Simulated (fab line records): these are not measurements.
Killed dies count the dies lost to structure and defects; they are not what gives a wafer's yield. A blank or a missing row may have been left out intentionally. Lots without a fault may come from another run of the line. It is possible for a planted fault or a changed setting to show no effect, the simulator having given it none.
Code-filled problem report in 8D (eight disciplines) form	flow nandHarc	the parts of the form that need people (team, actions taken, sign-off) are left out

== 1. WHAT IS WRONG ==
Mean of oesProductAu at NHARC_P_ZERO_WELL_ETCH_63: 1.228 a.u. across 2 wafers in 2 lots; on wafers with no fault it is 1.002 a.u. (standard deviation 0.0063). That is +36 standard deviations from the usual mean.
The step: etches the open film in HBr/Cl2, target depth 120 nm, time 40.1 s.
First seen on wafer L402.3, day 6 11:41, on rieSi-02. At this step, 34 wafers from 12 lots have a number in the record. By rule, "out" or "out of limits" means more than 4 standard deviations away from the usual mean. The rest of the wafers with a number are treated as sound.

== 2. WHAT IT IS, WHAT IT ISN'T ==
question	is	is not
which readings at this step	oesProductAu	drypumpMotorCurrentA, throttleValvePct
which lots	L402, L403	L392, L393, L394, L396, L398, L406, L408, L410, L411, L412
which wafers of those lots	L402.3, L403.1	L402.6, L403.4
read on which tools	rieSi-02	rieSi-01, rieSi-06
when	from day 6 11:41	up to then (16 sound wafers); but 16 sound wafers of L403, L406, L408, L410, L411, L412 came after

== 3. WHAT RULES OUT EACH SUSPECT ==
Counting: a tool at a process step up to the reading stays a suspect if it ran every lot that is out. Sound lots after the first of them don't rule it out here, since some wafers of a struck lot are sound.
- rieSi-02 at NHARC_P_ZERO_WELL_ETCH_63 (etches the open film in HBr/Cl2, target depth 120 nm, time 40.1 s): kept. It ran every lot that is out, first L402 (day 6 11:41); its last sound lot up to then is L396 (day 3 23:43). Out on those wafers are its own readings of oesProductAu.
Remaining after the count: rieSi-02 at NHARC_P_ZERO_WELL_ETCH_63.

== 4. THE CAUSE (what the simulator had put in) ==
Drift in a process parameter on rieSi-02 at NHARC_P_ZERO_WELL_ETCH_63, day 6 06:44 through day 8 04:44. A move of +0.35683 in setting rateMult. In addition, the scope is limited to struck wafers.
Only this tool survived the counting.

== 5. THE CHAIN OF EFFECTS, in route order ==
Each row: a reading where the mean over the struck wafers with a number is more than 3 standard deviations away from the usual. Scope: only readings with a usual standard deviation given in the record; hours: median across lots of the time from each lot's start at the first step in this table that gives one to its start at this step; sigmas: change in usual standard deviations.
hours	step	reading	usual	on struck wafers	change	sigmas
0	NHARC_P_ZERO_WELL_ETCH_63	oesProductAu	1.002 a.u.	1.228	+0.226	+36
It contains these process steps:
- NHARC_P_ZERO_WELL_ETCH_63: etches the open film in HBr/Cl2, target depth 120 nm, time 40.1 s.

== 6. WHAT WOULD HAVE CAUGHT IT SOONER ==
First out-of-limits reading in this record: day 6 11:41, which is 5 hours after fault onset at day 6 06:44.
